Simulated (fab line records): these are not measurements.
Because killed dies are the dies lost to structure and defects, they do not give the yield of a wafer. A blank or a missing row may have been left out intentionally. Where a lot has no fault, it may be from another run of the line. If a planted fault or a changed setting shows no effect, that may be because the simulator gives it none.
fab line records ; flow n5Finfet
record lots=9; wafers=27; lastDay=17
route steps=1938 shown FIN_CUT@176 STI_FIN_REVEAL@196 BEOL_M4@1111 PASSIVATION@1936
lots that met no fault: taken from a fault-free run of the same line
startH: hours from the record's first day to the start of the lot's first wafer shown ; waitH: hours from the lot's prior step to this one ; " the same as in the row above ; L1.1+2: one row covering several wafers at once ; - no value, or no start given ; * or withheld: withheld ; < > ~ a bound
route shown NAME@n: names a module that has steps shown in the file, with the first one's number in the route ; usual: average and standard deviation across the fault-free wafers ; same: alike in all rows ; chamber/n: place in a boat ; sites: readings site by site ; _std_site: how widely they spread, as a standard deviation ; _edge_site: outer sites' mean less inner sites' ; radiusMm: for every site, how far away it sits from the centre of the wafer ; mask NAME#n: copy n ; behind: the most recent tool/chamber to have shaped the wafer ; hold: reason for holding the lot/hours on hold/outcome of the hold ; device: transistor that didn't switch, given as n, p or np ; end of line: at the end of the route, the tests of the same wafers ; for a step that has no rows: nothing shown but its recipe ; killed: the dies lost at the first sort to structure and to defects; this is not the yield of the wafer ; map: the dies of a wafer, with x for killed, . for not killed, _ for no die there
set.NAME: the setting the step ran with; set.NAME@STEP: the setting that earlier step ran with ; model.NAME: the simulator's own value behind a step, which no gauge read
steps of the route over a sample of lots; a table a step, a row a wafer
services: a tool's chamber out of use, with start hour (startH, from the record's first day; less than 0 if before it), hours out, and reason
## steps
# step N5_FIN_CUT_CUT_ETCH_15
# recipe chemistry=HBr/Cl2/O2; target=Si; targetDepthA=1000; btTimeS=10; maskMaterial=SOC; timeS=42.4; ionEnergyEv=*; biasW=*; pressureMtorr=10; icpW=800; HBr_flow_sccm=150; Cl2_flow_sccm=80; O2_flow_sccm=12
# usual O2_flow_sccm=11.99/0.039; drypumpMotorCurrentA=5.66/0.28; heBacksideLeakSccm=2.7/0.33; oesProductAu=0.997/0.015; throttleValvePct=37.29/0.18
lot.wafer;tool;chamber;startH;waitH;O2_flow_sccm;drypumpMotorCurrentA;heBacksideLeakSccm;oesProductAu;rfHoursCounterH;throttleValvePct
L832.3;rieSi-03;2;27.71;0.0;12.06;5.61;2.5;0.989;66;37.50
L832.5;rieSi-03;0;27.71;0.0;11.98;5.86;2.2;1.013;-;37.06
L832.6;rieSi-03;3;27.71;0.0;11.98;5.78;2.3;1.000;-;37.45
L837.2;rieSi-02;0;57.22;0.1;11.97;5.19;2.7;1.015;98;37.45
L837.3;rieSi-02;1;57.22;0.1;12.02;5.48;2.3;0.994;97;37.00
L837.6;rieSi-02;3;57.22;0.1;11.93;6.02;2.9;1.007;-;37.24
L838.2;rieSi-02;3;63.74;0.1;11.99;5.99;2.8;1.006;177;37.23
L838.3;rieSi-02;0;63.74;0.1;11.94;5.21;2.7;1.012;98;37.47
L838.5;rieSi-02;3;63.74;0.1;11.99;6.00;2.8;0.998;-;37.23
L839.1;rieSi-02;1;69.64;0.1;12.03;5.48;2.3;0.991;97;37.01
L839.3;rieSi-02;0;69.64;0.1;12.02;5.21;2.7;1.017;98;37.46
L839.6;rieSi-02;0;69.64;0.1;12.04;5.23;2.7;1.020;-;37.46
L841.1;rieSi-02;3;81.69;0.1;11.96;6.00;2.9;1.008;177;37.23
L841.3;rieSi-02;2;81.69;0.1;11.99;5.93;2.8;0.972;171;37.46
L841.4;rieSi-02;1;81.69;0.1;11.96;5.50;2.5;0.995;98;37.01
L842.2;rieSi-03;2;90.33;0.1;12.05;5.60;2.9;0.993;67;37.50
L842.5;rieSi-03;2;90.33;0.1;11.98;5.62;3.0;0.986;-;37.52
L842.6;rieSi-03;1;90.33;0.1;12.05;5.35;3.6;1.016;-;37.20
L853.2;rieSi-03;1;155.60;0.1;12.00;5.36;3.5;1.010;188;37.20
L853.3;rieSi-03;2;155.60;0.1;11.99;5.62;2.6;0.999;68;37.50
L853.5;rieSi-03;0;155.60;0.1;12.04;5.88;2.3;1.013;-;37.07
L854.2;rieSi-02;1;162.74;0.1;11.92;5.53;2.5;0.994;99;37.00
L854.5;rieSi-02;3;162.74;0.1;12.01;6.04;2.9;0.997;-;37.24
L854.6;rieSi-02;2;162.74;0.1;12.01;5.96;2.9;0.972;-;37.47
L855.4;rieSi-01;3;166.20;0.0;12.00;5.67;2.4;0.971;77;37.63
L855.5;rieSi-01;1;166.20;0.0;12.00;5.61;3.4;0.987;-;37.23
L855.6;rieSi-01;0;166.20;0.0;11.99;5.34;2.9;0.992;-;37.23
# step N5_FIN_CUT_CUT_ETCH_28
# recipe chemistry=HBr/Cl2/O2; target=Si; targetDepthA=60; maskMaterial=SOC; timeS=2.4; ionEnergyEv=*; biasW=*; pressureMtorr=10; icpW=800; HBr_flow_sccm=150; Cl2_flow_sccm=80; O2_flow_sccm=12
# usual O2_flow_sccm=11.99/0.036; drypumpMotorCurrentA=5.66/0.28; heBacksideLeakSccm=2.8/0.32; oesProductAu=0.998/0.014; throttleValvePct=37.29/0.18
lot.wafer;tool;chamber;startH;waitH;O2_flow_sccm;drypumpMotorCurrentA;heBacksideLeakSccm;oesProductAu;rfHoursCounterH;throttleValvePct
L832.3;rieSi-03;2;27.77;0.0;12.04;5.62;2.8;0.992;66;37.51
L832.5;rieSi-03;0;27.77;0.0;11.97;5.86;2.3;1.009;-;37.09
L832.6;rieSi-03;3;27.77;0.0;12.04;5.79;2.5;1.004;-;37.44
L837.2;rieSi-02;0;57.28;0.0;12.00;5.20;2.6;1.017;98;37.47
L837.3;rieSi-02;1;57.28;0.0;11.99;5.52;2.4;0.990;97;36.99
L837.6;rieSi-02;3;57.28;0.0;11.95;5.99;2.9;1.003;-;37.23
L838.2;rieSi-02;3;63.79;0.0;12.00;5.99;2.8;1.002;177;37.25
L838.3;rieSi-02;0;63.79;0.0;12.00;5.22;2.6;1.016;98;37.44
L838.5;rieSi-02;3;63.79;0.0;12.07;6.00;2.9;1.002;-;37.22
L839.1;rieSi-02;1;69.69;0.0;11.99;5.52;2.4;0.984;97;37.02
L839.3;rieSi-02;0;69.69;0.0;12.04;5.22;2.6;1.020;98;37.45
L839.6;rieSi-02;0;69.69;0.0;12.02;5.22;2.8;1.015;-;37.45
L841.1;rieSi-02;3;81.75;0.0;11.97;5.98;2.8;1.005;177;37.24
L841.3;rieSi-02;2;81.75;0.0;12.04;5.94;3.0;0.971;171;37.47
L841.4;rieSi-02;1;81.75;0.0;11.98;5.51;2.5;0.987;98;37.01
L842.2;rieSi-03;2;90.38;0.0;12.05;5.60;3.0;0.994;67;37.51
L842.5;rieSi-03;2;90.38;0.0;11.96;5.60;2.8;0.996;-;37.50
L842.6;rieSi-03;1;90.38;0.0;12.03;5.37;3.5;1.020;-;37.21
L853.2;rieSi-03;1;155.66;0.0;12.00;5.38;3.5;1.016;188;37.20
L853.3;rieSi-03;2;155.66;0.0;11.97;5.62;2.8;0.999;68;37.50
L853.5;rieSi-03;0;155.66;0.0;12.03;5.87;2.4;1.008;-;37.06
L854.2;rieSi-02;1;162.79;0.0;12.04;5.52;2.3;0.992;99;37.00
L854.5;rieSi-02;3;162.79;0.0;12.00;6.01;2.7;0.999;-;37.23
L854.6;rieSi-02;2;162.79;0.0;11.97;5.92;2.9;0.976;-;37.47
L855.4;rieSi-01;3;166.25;0.0;12.00;5.66;2.4;0.974;77;37.64
L855.5;rieSi-01;1;166.25;0.0;12.03;5.60;3.2;0.991;-;37.22
L855.6;rieSi-01;0;166.25;0.0;12.00;5.29;2.7;0.996;-;37.24
# step N5_STI_FIN_REVEAL_RECESS_09
# recipe chemistry=HF/NH3; target=SiO2; afsCycles=11; targetDepthA=425; tempC=30; sublimationTempC=180; sublimationTimeS=60
# usual drypumpMotorCurrentA=6.17/0.29
# same afsCycles=11
lot.wafer;tool;chamber;startH;waitH;drypumpMotorCurrentA
L832.3;vaporEtch-02;0;35.20;0.6;5.85
L832.5;vaporEtch-02;1;35.20;0.6;6.15
L832.6;vaporEtch-02;0;35.20;0.6;5.82
L837.2;vaporEtch-01;1;64.31;0.0;6.16
L837.3;vaporEtch-01;0;64.31;0.0;6.64
L837.6;vaporEtch-01;1;64.31;0.0;6.15
L838.2;vaporEtch-02;0;69.99;0.0;5.85
L838.3;vaporEtch-02;0;69.99;0.0;5.82
L838.5;vaporEtch-02;1;69.99;0.0;6.13
L839.1;vaporEtch-02;1;76.80;0.0;6.13
L839.3;vaporEtch-02;0;76.80;0.0;5.83
L839.6;vaporEtch-02;0;76.80;0.0;5.82
L841.1;vaporEtch-02;1;88.66;0.0;6.13
L841.3;vaporEtch-02;0;88.66;0.0;5.84
L841.4;vaporEtch-02;1;88.66;0.0;6.14
L842.2;vaporEtch-02;1;99.12;0.0;6.14
L842.5;vaporEtch-02;1;100.18;1.1;6.13
L842.6;vaporEtch-02;0;100.18;1.1;5.85
L853.2;vaporEtch-02;1;162.77;0.0;6.16
L853.3;vaporEtch-02;0;162.77;0.0;5.80
L853.5;vaporEtch-02;1;162.77;0.0;6.17
L854.2;vaporEtch-02;0;168.95;0.0;5.86
L854.5;vaporEtch-02;1;170.01;1.1;6.13
L854.6;vaporEtch-02;0;170.01;1.1;5.84
L855.4;vaporEtch-02;1;173.40;0.6;6.16
L855.5;vaporEtch-02;1;173.40;0.6;6.16
L855.6;vaporEtch-02;0;173.40;0.6;5.85
# step N5_STI_FIN_REVEAL_PRECLEAN_18
# recipe chemistry=SC2; timeS=45; tempC=35; mix=1:1:50
# usual bathGuardTempC=34.9/0.42
lot.wafer;tool;chamber;startH;waitH;bathGuardTempC
L832.3;wetBench-02;1;37.40;0.0;35.3
L832.5;wetBench-02;5;37.40;0.0;34.6
L832.6;wetBench-02;7;37.40;0.0;35.3
L837.2;wetBench-04;7;67.04;0.0;34.8
L837.3;wetBench-04;6;67.04;0.0;34.9
L837.6;wetBench-04;0;67.04;0.0;34.8
L838.2;wetBench-03;5;72.72;0.0;34.7
L838.3;wetBench-03;3;72.72;0.0;34.8
L838.5;wetBench-03;4;72.72;0.0;34.4
L839.1;wetBench-03;2;79.54;0.0;35.4
L839.3;wetBench-03;3;79.54;0.0;34.7
L839.6;wetBench-03;0;79.54;0.0;34.4
L841.1;wetBench-03;6;91.78;0.0;35.5
L841.3;wetBench-03;5;91.78;0.0;34.4
L841.4;wetBench-03;1;91.78;0.0;34.9
L842.2;wetBench-03;1;101.85;0.0;34.5
L842.5;wetBench-03;6;101.85;0.0;35.4
L842.6;wetBench-03;5;101.85;0.0;34.0
L853.2;wetBench-02;1;165.56;0.0;35.3
L853.3;wetBench-02;0;165.56;0.0;35.3
L853.5;wetBench-02;7;165.56;0.0;35.0
L854.2;wetBench-02;0;171.86;0.1;35.1
L854.5;wetBench-02;6;171.86;0.1;35.5
L854.6;wetBench-02;7;171.86;0.1;35.0
L855.4;wetBench-03;1;175.92;0.0;34.6
L855.5;wetBench-03;4;175.92;0.0;34.3
L855.6;wetBench-03;5;175.92;0.0;34.4
# step N5_STI_FIN_REVEAL_INSPECT_13
# recipe inspectInstrument=darkfield; mode=postClean
# usual rawDefectCount=14/6
lot.wafer;tool;chamber;startH;waitH;rawDefectCount
L832.3;defectInspect-01;-;37.46;0.0;12
L832.5;defectInspect-01;-;37.46;0.0;9
L832.6;defectInspect-01;-;37.46;0.0;7
L837.2;defectInspect-02;-;67.10;0.0;23
L837.3;defectInspect-02;-;67.10;0.0;28
L837.6;defectInspect-02;-;67.10;0.0;25
L838.2;defectInspect-01;-;72.77;0.0;5
L838.3;defectInspect-01;-;72.77;0.0;14
L838.5;defectInspect-01;-;72.77;0.0;8
L839.1;defectInspect-01;-;79.59;0.0;10
L839.3;defectInspect-01;-;79.59;0.0;17
L839.6;defectInspect-01;-;79.59;0.0;8
L841.1;defectInspect-02;-;91.84;0.0;830
L841.3;defectInspect-02;-;91.84;0.0;749
L841.4;defectInspect-02;-;91.84;0.0;796
L842.2;defectInspect-01;-;101.91;0.0;777
L842.5;defectInspect-01;-;101.91;0.0;801
L842.6;defectInspect-01;-;101.91;0.0;803
L853.2;defectInspect-01;-;165.64;0.0;10
L853.3;defectInspect-01;-;165.64;0.0;18
L853.5;defectInspect-01;-;165.64;0.0;14
L854.2;defectInspect-01;-;171.94;0.0;7
L854.5;defectInspect-01;-;171.94;0.0;5
L854.6;defectInspect-01;-;171.94;0.0;13
L855.4;defectInspect-02;-;176.01;0.0;13
L855.5;defectInspect-02;-;176.01;0.0;10
L855.6;defectInspect-02;-;176.01;0.0;15
# step N5_BEOL_M4_RC_MEAS_101
# usual DIBL_N=36.3/1.4; DIBL_P=35.7/1.5; IOFF_N=0.155/0.022; IOFF_P=0.204/0.027; ION_N=671/9; ION_P=459/6.2; SS_N=71.5/0.54; SS_P=73.1/0.56; VT_N=250.2/2.6; VT_P=-251/3.3
lot.wafer;tool;chamber;startH;waitH;DIBL_N[mV/V];DIBL_P[mV/V];IOFF_N[nA/um];IOFF_P[nA/um];ION_N[uA/um];ION_P[uA/um];SS_N[mV/dec];SS_P[mV/dec];VT_N[mV];VT_P[mV]
L832.3;prober-01;0;185.35;0.3;35.6;34.2;0.157;0.207;673;457;71.9;72.7;246.0;-248
L832.5;prober-01;0;185.35;0.3;34.3;33.4;0.136;0.192;661;461;71.4;72.6;249.0;-249
L832.6;prober-01;0;185.35;0.3;35.9;34.4;0.157;0.203;664;457;71.1;72.8;248.9;-250
L837.2;prober-01;0;192.17;0.6;37.8;37.2;0.193;0.243;674;465;71.1;74.0;246.9;-246
L837.3;prober-01;0;192.17;0.6;35.7;35.6;0.148;0.210;670;464;70.6;73.3;250.1;-248
L837.6;prober-01;0;192.17;0.6;36.8;37.0;0.185;0.239;691;470;71.4;73.5;247.2;-246
L838.2;prober-01;0;209.97;0.2;39.1;38.6;0.197;0.257;682;466;72.3;73.6;247.3;-245
L838.3;prober-01;0;209.97;0.2;38.6;37.1;0.182;0.242;665;454;71.6;74.0;248.6;-246
L838.5;prober-01;0;209.97;0.2;38.9;37.1;0.195;0.238;678;458;73.4;73.4;250.4;-249
L839.1;prober-01;0;212.61;0.0;35.3;35.5;0.133;0.177;677;462;70.9;72.4;253.2;-255
L839.3;prober-01;0;212.61;0.0;36.1;35.9;0.149;0.185;661;451;71.3;73.4;251.9;-255
L839.6;prober-01;0;212.61;0.0;36.7;35.6;0.151;0.174;668;447;71.6;72.5;252.9;-258
L841.1;prober-01;0;232.23;0.0;34.8;33.3;0.128;0.189;669;468;72.3;73.1;252.8;-247
L841.3;prober-01;0;232.23;0.0;36.0;35.0;0.153;0.218;679;465;71.9;72.9;248.1;-248
L841.4;prober-01;0;232.23;0.0;36.4;35.6;0.152;0.225;662;464;71.5;72.9;250.0;-247
L842.2;prober-01;0;238.25;0.2;37.1;37.5;0.163;0.199;676;461;72.0;73.3;248.6;-251
L842.5;prober-01;0;238.25;0.2;36.2;36.3;0.154;0.191;679;459;71.6;73.1;250.6;-253
L842.6;prober-01;0;238.25;0.2;36.8;37.2;0.159;0.209;664;455;71.5;73.6;250.3;-253
L853.2;prober-02;0;294.24;0.2;37.1;36.6;0.183;0.232;679;465;71.5;72.9;246.5;-248
L853.3;prober-02;0;294.24;0.2;36.2;35.7;0.157;0.210;667;458;71.2;72.2;250.3;-249
L853.5;prober-02;0;294.24;0.2;37.1;37.5;0.176;0.248;677;468;71.0;73.3;246.7;-245
L854.2;prober-01;0;302.79;0.2;33.6;33.7;0.105;0.161;653;456;71.3;72.2;254.8;-251
L854.5;prober-01;0;302.79;0.2;36.1;36.6;0.139;0.207;663;461;71.6;73.2;251.6;-251
L854.6;prober-01;0;302.79;0.2;33.8;33.5;0.106;0.159;644;452;70.9;72.9;255.0;-254
L855.4;prober-01;0;307.64;0.5;35.3;34.7;0.137;0.179;669;460;71.7;72.8;250.5;-255
L855.5;prober-01;0;307.64;0.5;37.3;35.9;0.166;0.192;671;452;71.9;72.1;249.3;-252
L855.6;prober-01;0;307.64;0.5;35.1;34.5;0.135;0.178;668;457;71.5;72.3;253.9;-253
# step N5_PASSIVATION_PROBE_49
# usual defectLimitedYield=91.0/1.5; killed_at_M0_to_M3=36/12; killed_at_M4_up=14/5.5; killedAtContacts=11/4.8; killedAtFrontEnd=42/12; killedAtOther=3.7/2.7; killedDies=106/18; killedOnRim=13/4.5; killedOpen=70/13; killedShort=35/8.2; sort_bin_5_function=5.3/1; sort_bin_6_memory=3.3/0.69; sortNPass=1074/18; sortYieldPct=91.0/1.5
# same grossDies=1180; killedAtBackSide=0; sort_bin_4_leakage[%]=0; sort_bin_8_speed[%]=0
lot.wafer;tool;chamber;startH;waitH;defectLimitedYield[%];killed_at_M0_to_M3;killed_at_M4_up;killedAtContacts;killedAtFrontEnd;killedAtOther;killedDies;killedOnRim;killedOpen;killedShort;sort_bin_5_function[%];sort_bin_6_memory[%];sortNPass;sortYieldPct[%]
L832.3;prober-02;-;291.54;0.1;91.9;21;24;13;36;2;96;10;59;33;4.8;3.0;1084;91.9
L832.5;prober-02;-;291.64;0.2;90.4;38;13;13;49;0;113;16;74;38;5.5;3.6;1067;90.4
L832.6;prober-02;-;291.69;0.3;92.7;23;20;11;30;2;86;9;61;24;4.3;2.7;1094;92.7
L841.1;prober-01;-;332.72;0.0;81.4;33;14;13;157;2;219;38;74;32;11.6;4.2;961;81.4
L841.3;prober-01;-;332.82;0.1;84.3;36;12;7;122;8;185;33;73;31;8.6;5.0;995;84.3
L841.4;prober-01;-;332.87;0.2;78.4;50;21;3;175;6;255;24;80;49;14.2;5.0;925;78.4
L842.2;prober-01;-;339.86;0.1;78.7;41;13;6;189;2;251;22;64;45;13.5;4.4;929;78.7
L842.5;prober-01;-;340.01;0.2;82.4;50;9;3;144;2;208;32;57;40;10.1;4.6;972;82.4
L842.6;prober-01;-;340.06;0.3;85.7;38;9;8;112;2;169;32;52;34;8.4;3.9;1011;85.7
# killed by level:class
L832.3 BEOL_M4:geometricParticle:open=12 MOL_CONTACT_COAG:geometricParticle:open=11 FIN_SAQP:geometricParticle:short=10 BEOL_M0_SAQP:geometricParticle:open=7 FIN_SAQP:geometricParticle:open=6 BEOL_M0_SAQP:geometricParticle:short=6 DUMMY_GATE:geometricParticle:open=5 STI_FIN_REVEAL:geometricParticle:open=3
L832.5 FIN_SAQP:geometricParticle:open=15 BEOL_M1:geometricParticle:open=12 FIN_SAQP:geometricParticle:short=11 MOL_CONTACT_COAG:geometricParticle:open=11 BEOL_M0_SAQP:geometricParticle:short=10 BEOL_M0_SAQP:geometricParticle:open=6 BEOL_M2:geometricParticle:open=5 BEOL_M4:geometricParticle:open=5
L832.6 BEOL_M4:geometricParticle:open=12 MOL_CONTACT_COAG:geometricParticle:open=10 BEOL_M1:geometricParticle:open=7 BEOL_M0_SAQP:geometricParticle:open=6 STI_FIN_REVEAL:geometricParticle:open=5 BEOL_M0_SAQP:geometricParticle:short=5 FIN_SAQP:geometricParticle:open=4 DUMMY_GATE:geometricParticle:open=4
L841.1 STI_FIN_REVEAL:unspecified=107 STI_FIN_REVEAL:geometricParticle:open=12 MOL_CONTACT_COAG:geometricParticle:open=11 FIN_SAQP:geometricParticle:open=9 FIN_SAQP:geometricParticle:short=8 BEOL_M3:geometricParticle:open=8 BEOL_M2:geometricParticle:open=6 GATE_CUT:geometricParticle:short=5
L841.3 STI_FIN_REVEAL:unspecified=79 STI_FIN_REVEAL:geometricParticle:open=15 GATE_CUT:geometricParticle:short=10 BEOL_M1:geometricParticle:open=10 BEOL_M2:geometricParticle:open=9 BEOL_M0_SAQP:geometricParticle:open=7 GATE_CUT:geometricParticle:open=5 MOL_CONTACT_COAG:geometricParticle:open=5
L841.4 STI_FIN_REVEAL:unspecified=124 STI_FIN_REVEAL:geometricParticle:open=12 BEOL_M0_SAQP:geometricParticle:open=9 FIN_SAQP:geometricParticle:short=8 GATE_CUT:geometricParticle:short=8 BEOL_M2:geometricParticle:open=8 BEOL_M3:geometricParticle:open=8 BEOL_M4:geometricParticle:open=8
L842.2 STI_FIN_REVEAL:unspecified=141 DUMMY_GATE:geometricParticle:open=10 BEOL_M0:geometricParticle:open=10 BEOL_M0_SAQP:geometricParticle:short=9 BEOL_M2:geometricParticle:open=8 FIN_SAQP:geometricParticle:open=7 DUMMY_GATE:geometricParticle:short=7 BEOL_M2:geometricParticle:short=6
L842.5 STI_FIN_REVEAL:unspecified=111 BEOL_M0_SAQP:geometricParticle:short=21 BEOL_M0_SAQP:geometricParticle:open=13 FIN_SAQP:geometricParticle:open=12 STI_FIN_REVEAL:geometricParticle:open=6 BEOL_M3:geometricParticle:open=6 BEOL_M2:geometricParticle:short=5 DUMMY_GATE:geometricParticle:open=4
L842.6 STI_FIN_REVEAL:unspecified=83 BEOL_M0_SAQP:geometricParticle:short=11 GATE_CUT:geometricParticle:short=9 BEOL_M2:geometricParticle:open=9 FIN_SAQP:geometricParticle:open=7 BEOL_M0_SAQP:geometricParticle:open=7 MOL_CONTACT_COAG:geometricParticle:open=6 BEOL_M11:geometricParticle:open=4
## services
tool;chamber;startH;hours;kind
rieSi-02;3;12.37;2.8;repair
rieSi-01;-;35.53;0.2;repair
wetBench-04;-;55.40;0.7;repair
rieSi-03;3;75.19;19.1;repair
vaporEtch-02;-;86.21;0.3;repair
rieSi-01;1;118.02;3.2;repair
rieSi-02;1;143.48;6.7;repair
rieSi-03;-;149.01;0.2;repair
rieSi-02;2;157.50;1.6;repair
wetBench-04;-;167.20;10.3;repair
## key
firstSign step=N5_STI_FIN_REVEAL_INSPECT_13; reading=rawDefectCount; direction=up; sigmas=99+; usual=14; struck=793
effect step=N5_PASSIVATION_PROBE_49; reading=killedAtFrontEnd; direction=up; sigmas=8.8; usual=42; struck=150
moreKillsBornAt N5_STI_FIN_REVEAL_PRECLEAN_18@wetBench-03=645
metAt N5_STI_FIN_REVEAL_PRECLEAN_18
struckLots L841,L842
notActingAt N5_FIN_CUT_CUT_ETCH_15,N5_FIN_CUT_CUT_ETCH_28,N5_STI_FIN_REVEAL_RECESS_09
onsetBetween 79.54 91.78
fault kind=chamberParticleSource; tool=wetBench-03; chamber=-; onsetH=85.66; steps=N5_STI_FIN_REVEAL_PRECLEAN_18; ratePerVisitCm2=1.2259; endH=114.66
